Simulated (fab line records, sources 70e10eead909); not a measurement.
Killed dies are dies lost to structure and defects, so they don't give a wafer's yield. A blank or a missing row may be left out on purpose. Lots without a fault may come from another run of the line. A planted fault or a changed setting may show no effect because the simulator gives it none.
fab line records | flow nand_harc
record lots=5 wafers=15 last_day=33
route steps=1302 shown P_GATE@126 END@1302
lots that met no fault: from a run of the same line without faults
start_h: hours from the record's first day to the start of the lot's first wafer shown | wait_h: hours since the lot's step before | " the same as in the row above | L1.1+2: a row that stands for several wafers | - no value, or no start given | * or withheld: withheld | < > ~ a bound
route shown NAME@n: a module of which the file shows steps, and the number in the route of the first | usual: mean/standard deviation of fault-free wafers | same: alike in all rows | chamber/n: place in a boat | sites: the reading at each site | _std_site: their standard deviation | _edge_site: outer sites' mean less inner sites' | radius_mm: how far each site lies from the wafer's centre | mask NAME#n: copy n | behind: the tool/chamber that last shaped the wafer | hold: why the lot was held/for how many hours/how that ended | device: the transistor (n, p or np) that didn't switch | end of line: the same wafers' tests at the end of the route | a step without rows: its recipe alone | killed: dies lost to structure and defects at the first sort, not the wafer's yield | map: a wafer's dies, x killed, . not, _ none there
set.NAME: the setting as run; set.NAME@STEP: as run at that earlier step | model.NAME: the simulator's own value behind a step, which no gauge read
lots at some steps of the route; a table a step, a row a wafer
services: from which hour (start_h, from the record's first day; less than 0 if before it) a tool's chamber was out of use, for how many hours, and why
## steps
# step NHARC_P_GATE_STRIP_15
# recipe time_s=780 temp_c=130 chemistry=SPM
# step NHARC_P_GATE_PRECLEAN_71
# recipe time_s=* temp_c=50 bath_age_min=0 chemistry=SC1
# step NHARC_P_GATE_SRD_72
# step NHARC_P_GATE_OXIDE_16
# recipe target_thk_a=30 temp_c=875 ox_time_s=392 material=SiO2
# step NHARC_P_GATE_CVD_17
# recipe target_thk_a=1500 temp_c=620 time_s=900 material=poly-Si
# step NHARC_P_GATE_HM_DEP_102
# recipe target_thk_a=1200 temp_c=400 material=aC
# usual throttle_valve_pct=34.999/0.0095
# columns lot.wafer tool chamber start_h wait_h throttle_valve_pct
L735.1 acl_dep-03 0 177.28 2.3 34.974
L735.2 " 0 " " 35.006
L735.4 " 0 " " 34.999
L737.1 acl_dep-01 0 187.61 0.4 34.983
L737.5 " 0 " " 34.983
L737.6 " 0 " " 34.992
L744.1 acl_dep-01 0 261.35 4.4 35.001
L744.3 " 0 " " 35.005
L744.4 " 0 " " 34.988
L748.2 acl_dep-02 0 299.20 4.0 34.999
L748.4 " 0 " " 34.996
L748.6 " 0 " " 35.004
L750.3 acl_dep-02 0 313.33 0.6 34.994
L750.5 " 0 " " 34.997
L750.6 " 0 " " 35.003
# step NHARC_P_GATE_DEP_103
# recipe target_thk_a=300 target_thk_nm=30 temp_c=400 flow_sccm=200 rf_w=350 material=SiON
# usual heater_power_w=698/92
# columns lot.wafer tool chamber start_h wait_h heater_power_w
L735.2 pecvd-02 2 177.94 0.5 651
L735.1 " 1 " " 624
L735.4 " 0 " " 762
L737.1 pecvd-04 0 188.34 0.6 670
L737.6 " 1 " " 788
L737.5 " 2 " " 933
L744.1 pecvd-03 1 262.04 0.6 784
L744.3 " 2 " " 627
L744.4 " 1 " " 800
L748.2 pecvd-02 2 299.80 0.5 631
L748.6 " 1 " " 698
L748.4 " 2 " " 649
L750.3 pecvd-03 0 313.77 0.3 718
L750.5 " 0 " " 740
L750.6 " 1 " " 730
# step NHARC_P_GATE_DEHYDRATE_18
# recipe temp_c=150 time_s=120
# step NHARC_P_GATE_HMDS_19
# recipe time_s=30
# step NHARC_P_GATE_COAT_20
# recipe spin_rpm=1500 resist_thk_nm=90
# step NHARC_P_GATE_SOFTBAKE_21
# recipe temp_c=105 time_s=55
# step NHARC_P_GATE_EBR_22
# step NHARC_P_GATE_EXPOSE_23
# recipe na=1.35 target_cd_nm=120 dose_mj=93.91 mask_id=P_GATE
# columns lot.wafer tool chamber start_h wait_h mask
L735.1+2+4 arfi_scanner-01 0 178.48 - P_GATE#0
L737.1+5+6 arfi_scanner-02 0 188.82 - P_GATE_R1#0
L744.1+3+4 arfi_scanner-03 0 262.55 - P_GATE#0
L748.2+4+6 arfi_scanner-02 0 300.32 - P_GATE#0
L750.3+5+6 arfi_scanner-01 0 314.31 - P_GATE#0
# step NHARC_P_GATE_PEB_24
# recipe peb_temp_c=100 peb_time_s=65
# step NHARC_P_GATE_DEVELOP_25
# recipe develop_time_s=35 dev_temp_c=23
# step NHARC_P_GATE_CD_MEAS_26
# recipe target_cd_nm=120 landing_energy_ev=500
# usual cd_nm=119.8/0.45
# same landing_energy_ev=500
# columns lot.wafer tool chamber start_h wait_h cd_nm
L735.1 cd_sem-01 0 178.62 - 119.0
L735.2 " 0 " " 119.4
L735.4 " 0 " " 119.2
L737.1 cd_sem-02 0 188.96 - 112.9
L737.5 " 0 " " 113.2
L737.6 " 0 " " 112.4
L744.1 cd_sem-02 0 262.69 - 120.0
L744.3 " 0 " " 119.8
L744.4 " 0 " " 119.6
L748.2 cd_sem-01 0 300.47 - 119.3
L748.4 " 0 " " 119.5
L748.6 " 0 " " 119.3
L750.3 cd_sem-02 0 314.45 - 119.4
L750.5 " 0 " " 119.9
L750.6 " 0 " " 119.8
# step NHARC_P_GATE_OVL_MEAS_27
# usual overlay_x_nm=0.0/0.77 overlay_y_nm=-0.1/0.86
# columns lot.wafer tool chamber start_h wait_h overlay_x_nm overlay_y_nm
L735.1 overlay-01 - 178.71 - -1.3 0.0
L735.2 " - " " -1.6 0.3
L735.4 " - " " -1.0 0.4
L737.1 overlay-02 - 189.05 - -0.3 -1.3
L737.5 " - " " -0.4 -1.3
L737.6 " - " " 0.2 -0.2
L744.1 overlay-01 - 262.78 - 0.6 0.6
L744.3 " - " " 0.3 0.5
L744.4 " - " " 0.8 0.6
L748.2 overlay-02 - 300.56 - 0.0 -1.3
L748.4 " - " " -0.8 -1.3
L748.6 " - " " -0.6 -1.4
L750.3 overlay-02 - 314.54 - -0.8 1.1
L750.5 " - " " -0.5 1.1
L750.6 " - " " -0.9 0.9
# step NHARC_P_GATE_INSPECT_28
# usual raw_defect_count=7/3
# columns lot.wafer tool chamber start_h wait_h raw_defect_count
L735.1 defect_inspect-02 - 178.74 0.0 1
L735.2 " - " " 8
L735.4 " - " " 5
L737.1 defect_inspect-01 - 189.09 0.0 10
L737.5 " - " " 12
L737.6 " - " " 14
L744.1 defect_inspect-02 - 262.82 0.0 3
L744.3 " - " " 5
L744.4 " - " " 4
L748.2 defect_inspect-02 - 300.60 0.0 9
L748.4 " - " " 16
L748.6 " - " " 10
L750.3 defect_inspect-02 - 314.57 0.0 6
L750.5 " - " " 4
L750.6 " - " " 12
# step NHARC_P_GATE_DESCUM_31
# recipe time_s=3 o2_flow_sccm=200 ar_flow_sccm=0 bias_power_w=0 chemistry=O2
# usual drypump_motor_current_A=5.8/0.53 oes_product_au=1.002/0.0072 rf_vpp_V=57.9/0.73 showerhead_plenum_p_Torr=1.95/0.083 throttle_valve_pct=11.311/0.0095
# columns lot.wafer tool chamber start_h wait_h drypump_motor_current_A oes_product_au rf_hours_counter_h rf_vpp_V showerhead_plenum_p_Torr throttle_valve_pct model.P_GATE.cd_nm
L735.2 rie_diel-01 1 178.81 0.1 5.4 0.989 9.0 57.7 2.05 11.327 118.5
L735.4 " 3 " " 6.5 0.995 8.4 58.3 1.91 11.325 118.7
L735.1 " 0 " " 5.0 1.003 9.2 57.9 2.03 11.301 118.8
L737.1 rie_diel-01 0 189.16 0.1 5.0 1.000 10.3 59.3 2.03 11.302 112.8
L737.6 " 3 " " 6.5 1.009 - 56.8 1.91 11.320 112
L737.5 " 0 " " 5.0 1.000 - 58.3 2.03 11.321 113
L744.1 rie_diel-12 3 262.88 0.1 6.2 1.004 8.9 58.5 1.90 11.317 120.5
L744.3 " 0 " " 5.1 0.993 8.9 57.5 1.78 11.306 119.8
L744.4 " 1 " " 5.4 1.002 9.4 58.0 1.91 11.298 120.3
L748.2 rie_diel-09 3 300.66 0.1 6.2 0.991 9.0 58.1 2.03 11.286 119.3
L748.6 " 3 " " 6.2 1.007 - 58.0 2.03 11.308 119.6
L748.4 " 0 " " 5.7 0.989 - 58.0 2.06 11.325 119.8
L750.3 rie_diel-12 0 314.64 0.1 5.1 1.018 0.7 57.7 1.78 11.322 119.8
L750.6 " 3 " " 6.2 0.999 - 58.5 1.90 11.329 120.1
L750.5 " 0 " " 5.1 1.015 - 57.0 1.78 11.305 120
# step NHARC_P_GATE_ETCH_104
# recipe target_depth_a=600 time_s=withheld cf4_flow_sccm=100 chf3_flow_sccm=30 ar_flow_sccm=0 rf_w=500 bias_w=200 chemistry=CF4/CHF3
# step NHARC_P_GATE_HM_OPEN_105
# recipe target_depth_a=3600 o2_flow_sccm=400 cos_flow_sccm=20 ar_flow_sccm=0 rf_w=500 bias_w=300 chemistry=O2/COS
# usual drypump_motor_current_A=5.8/0.53 oes_product_au=1.002/0.007 rf_vpp_V=468.3/2.8 showerhead_plenum_p_Torr=3.18/0.13 throttle_valve_pct=28.331/0.0091
# columns lot.wafer tool chamber start_h wait_h drypump_motor_current_A oes_product_au rf_hours_counter_h rf_vpp_V showerhead_plenum_p_Torr throttle_valve_pct
L735.4 rie_diel-01 1 - - 5.4 1.005 9.0 472.4 3.34 28.331
L735.2 " 2 " " 5.3 1.020 8.3 465.5 3.10 28.322
L735.1 " 3 " " 6.5 1.009 8.4 466.6 3.12 28.353
L737.1 rie_diel-01 0 - - 5.0 1.000 10.4 472.1 3.30 28.327
L737.6 " 0 " " 5.0 1.000 - 470.8 3.30 28.323
L737.5 " 1 " " 5.4 1.003 - 471.0 3.34 28.341
L744.1 rie_diel-12 1 - - 5.4 0.999 9.4 467.6 3.12 28.340
L744.4 " 2 " " 5.8 1.013 8.1 467.0 3.18 28.343
L744.3 " 0 " " 5.1 1.006 9.0 463.4 2.92 28.345
L748.2 rie_diel-09 0 - - 5.7 0.991 9.2 472.3 3.35 28.345
L748.6 " 0 " " 5.7 0.993 - 472.5 3.35 28.342
L748.4 " 2 " " 6.2 1.001 - 467.5 3.13 28.334
L750.3 rie_diel-12 0 - - 5.1 1.000 0.7 462.3 2.92 28.333
L750.5 " 3 " " 6.2 1.003 - 467.4 3.10 28.318
L750.6 " 0 " " 5.1 1.004 - 463.1 2.92 28.333
# step NHARC_P_GATE_STRIP_106
# recipe o2_flow_sccm=400 cos_flow_sccm=20 ar_flow_sccm=0 bias_w=0 chemistry=O2/COS
# step NHARC_P_GATE_ETCH_114
# recipe target_depth_a=300 overetch_a=30 time_s=16.5 ion_energy_ev=100 cf4_flow_sccm=80 o2_flow_sccm=20 ar_flow_sccm=0 rf_w=300 bias_w=100 chemistry=CF4/O2
# usual drypump_motor_current_A=5.8/0.53 oes_ar_750_au=1.000/0.0046 oes_product_au=1.002/0.007 rf_vpp_V=198.3/1.4 showerhead_plenum_p_Torr=1.36/0.056 throttle_valve_pct=13.397/0.0089
# columns lot.wafer tool chamber start_h wait_h drypump_motor_current_A oes_ar_750_au oes_product_au rf_hours_counter_h rf_vpp_V showerhead_plenum_p_Torr throttle_valve_pct
L735.4 rie_diel-01 0 - - 5.0 1.000 1.001 9.2 200.3 1.41 13.402
L735.1 " 1 " " 5.4 1.001 1.000 9.1 201.4 1.43 13.401
L735.2 " 2 " " 5.3 1.000 1.012 8.3 196.2 1.33 13.380
L737.1 rie_diel-01 0 - - 5.0 1.006 0.986 10.4 199.0 1.41 13.395
L737.6 " 1 " " 5.4 1.004 0.994 - 200.1 1.43 13.394
L737.5 " 2 " " 5.3 0.994 1.003 - 198.2 1.33 13.402
L744.3 rie_diel-12 0 - - 5.1 1.006 0.999 9.0 197.1 1.25 13.382
L744.4 " 1 " " 5.4 1.000 1.000 9.5 197.6 1.33 13.392
L744.1 " 3 " " 6.2 0.997 1.000 9.0 197.9 1.33 13.390
L748.4 rie_diel-09 1 - - 6.7 1.001 1.004 9.3 197.5 1.29 13.390
L748.2 " 2 " " 6.1 0.998 0.998 9.6 198.1 1.34 13.402
L748.6 " 0 " " 5.7 1.000 0.992 - 199.8 1.43 13.379
L750.3 rie_diel-12 3 - - 6.2 1.009 1.005 1.0 196.5 1.33 13.395
L750.6 " 1 " " 5.4 1.000 1.002 - 198.0 1.33 13.404
L750.5 " 2 " " 5.8 0.995 1.001 - 198.9 1.36 13.393
# step NHARC_P_GATE_ETCH_32
# recipe target_depth_a=1500 over_etch_frac=1 over_etch_ion_energy_ev=40 time_s=100.1 hbr_flow_sccm=150 cl2_flow_sccm=50 rf_w=400 icp_w=400 bias_w=100 chemistry=HBr/Cl2
# usual drypump_motor_current_A=6.0/0.47 oes_product_au=0.998/0.0076 throttle_valve_pct=26.406/0.0088
# columns lot.wafer tool chamber start_h wait_h drypump_motor_current_A oes_product_au rf_hours_counter_h throttle_valve_pct model.P_GATE.cd_nm
L735.1 rie_si-05 0 179.27 - 6.5 1.003 0.3 26.396 120.7
L735.2 " 1 " " 6.1 0.997 0.3 26.399 117.8
L735.4 " 3 " " 5.7 1.000 - 26.394 118.4
L737.1 rie_si-02 1 189.64 - 6.0 1.016 0.5 26.403 111.1
L737.5 " 3 " " 5.6 1.003 - 26.407 111.9
L737.6 " 0 " " 5.6 0.997 - 26.408 110.4
L744.1 rie_si-04 3 263.35 - 6.4 0.983 0.5 26.411 120.9
L744.3 " 0 " " 5.6 0.999 0.5 26.389 118.7
L744.4 " 1 " " 6.6 0.991 0.4 26.397 120.6
L748.2 rie_si-04 1 301.19 - 6.5 0.995 0.6 26.438 118.7
L748.4 " 3 " " 6.3 1.000 0.9 26.402 119.3
L748.6 " 0 " " 5.6 0.994 - 26.410 116.4
L750.3 rie_si-05 0 315.18 - 6.5 1.008 0.0 26.406 122
L750.6 " 2 " " 6.4 0.991 - 26.385 122
L750.5 " 3 " " 5.6 0.990 - 26.409 118.5
# step NHARC_P_GATE_STRIP_108
# recipe o2_flow_sccm=500 ar_flow_sccm=0 bias_w=0 chemistry=O2
# usual drypump_motor_current_A=5.8/0.54 oes_product_au=1.002/0.0071 rf_vpp_V=57.8/0.87 showerhead_plenum_p_Torr=3.56/0.13 throttle_valve_pct=17.037/0.01
# columns lot.wafer tool chamber start_h wait_h drypump_motor_current_A oes_product_au rf_hours_counter_h rf_vpp_V showerhead_plenum_p_Torr throttle_valve_pct
L735.4 rie_diel-01 1 179.46 - 5.4 1.005 9.1 58.8 3.77 17.051
L735.1 " 2 " " 5.3 1.023 8.3 55.7 3.51 17.026
L735.2 " 0 " " 5.0 0.999 9.2 57.7 3.72 17.032
L737.1 rie_diel-09 0 189.82 - 5.7 1.000 3.5 59.2 3.78 17.028
L737.5 " 1 " " 6.7 1.001 - 57.9 3.41 17.038
L737.6 " 2 " " 6.2 0.999 - 58.2 3.54 17.034
L744.1 rie_diel-09 2 263.51 - 6.2 1.000 7.5 58.1 3.54 17.031
L744.4 " 3 " " 6.3 1.004 7.0 57.7 3.72 17.057
L744.3 " 0 " " 5.7 0.990 6.7 57.0 3.78 17.027
L748.2 rie_diel-12 2 301.34 - 5.8 1.001 0.3 56.6 3.59 17.035
L748.4 " 3 " " 6.2 1.018 0.3 56.5 3.51 17.046
L748.6 " 3 " " 6.2 1.005 - 57.9 3.51 17.044
L750.3 rie_diel-01 0 315.33 - 5.0 0.999 6.6 58.2 3.72 17.052
L750.5 " 3 " " 6.5 0.995 - 58.4 3.52 17.049
L750.6 " 0 " " 5.0 1.004 - 58.4 3.72 17.029
# step NHARC_END_SORT_01
# recipe temp_c=25
# usual killed_at_array=59/19 killed_at_other=0.6/0.85 killed_at_periphery=3.8/2.5 killed_dies=64/19 killed_open=3.3/1.8 killed_short=2.2/1.6
# same gross_dies=677
# columns lot.wafer tool chamber start_h wait_h killed_at_array killed_at_other killed_at_periphery killed_dies killed_open killed_short
L744.1 prober-02 0 736.17 2.5 55 0 2 57 5 0
L744.3 prober-02 0 737.79 3.1 61 0 5 66 0 2
L744.4 prober-02 0 738.59 3.4 53 0 5 58 4 3
# killed by level:class
L744.1 A_SLIT:chamber_film_flake=27 A_CHANNEL_HOLE_D1:chamber_film_flake=11 A_CONTACT:chamber_film_flake=5 A_ZERO_WELL:chamber_film_flake=2 A_CHANNEL_FILL_D2:chamber_film_flake=2 A_STAIRCASE:chamber_film_flake=2 P_M0:geometric_particle:open=1 A_DECK1_JOINT:geometric_particle:open=1
L744.3 A_SLIT:chamber_film_flake=35 A_CHANNEL_HOLE_D1:chamber_film_flake=12 A_CONTACT:chamber_film_flake=7 P_GATE:chamber_film_flake=3 P_ZERO_WELL:chamber_film_flake=2 A_STAIRCASE:chamber_film_flake=2 A_WL_FILL:chamber_film_flake=2 A_CHANNEL_HOLE_D1:geometric_particle:short=1
L744.4 A_SLIT:chamber_film_flake=32 A_CHANNEL_HOLE_D1:chamber_film_flake=7 A_CONTACT:chamber_film_flake=4 P_STI:chamber_film_flake=2 P_GATE:chamber_film_flake=2 A_STAIRCASE:chamber_film_flake=2 P_GATE:geometric_particle:open=1 A_ONON_D1:geometric_particle:short=1
## services
# columns tool chamber start_h hours kind
arfi_scanner-02 - 153.66 1.4 repair
rie_si-05 2 158.95 22.4 repair
rie_si-04 - 165.00 9.0 pm
arfi_scanner-01 - 169.83 0.4 repair
arfi_scanner-02 - 174.35 4.4 repair
rie_diel-12 0 177.55 8.0 repair
rie_diel-09 3 177.86 1.3 repair
rie_si-04 0 178.84 3.9 repair
pecvd-03 - 185.00 13.0 pm
acl_dep-01 - 191.63 13.0 pm
rie_si-05 - 194.00 0.8 repair
rie_diel-09 0 202.43 7.9 repair
rie_diel-01 - 203.80 9.0 pm
pecvd-02 - 214.44 2.0 repair
pecvd-02 - 227.00 13.0 pm
rie_diel-12 2 231.05 7.4 repair
pecvd-03 0 237.07 6.9 repair
rie_si-05 1 238.83 11.9 repair
acl_dep-02 - 246.25 13.0 pm
rie_diel-12 0 266.02 2.6 repair
rie_diel-12 - 268.40 9.0 pm
rie_diel-01 0 277.26 3.5 repair
rie_diel-09 1 285.79 15.3 repair
rie_diel-01 0 298.87 1.5 repair
## key
first_sign step=NHARC_P_GATE_EXPOSE_23 reading=mask direction=changed
effect step=NHARC_P_GATE_CD_MEAS_26 reading=cd_nm direction=down sigmas=16 usual=119.8 struck=112.8
model_effect step=NHARC_P_GATE_DESCUM_31 value=P_GATE.cd_nm without=120 struck=112.6
model_effect step=NHARC_P_GATE_ETCH_32 value=P_GATE.cd_nm without=118.6 struck=111.1
met_at NHARC_P_GATE_EXPOSE_23
struck_wafers L737.1,L737.5,L737.6
tester_left_out L737
fault kind=wrong_mask tool=any chamber=- onset_h=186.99 steps=NHARC_P_GATE_EXPOSE_23 aux_copy=P_GATE_R1#0 cd_offset_nm=-7.4436 scope=struck_lots_only
# tester_left_out: of these lots the tester's yield and bins aren't shown, on N5 and GAA mostly nor the transistor test; their killed dies are dies lost to structure and defects alone, not to doping, threshold or leakage, so they don't give the yield
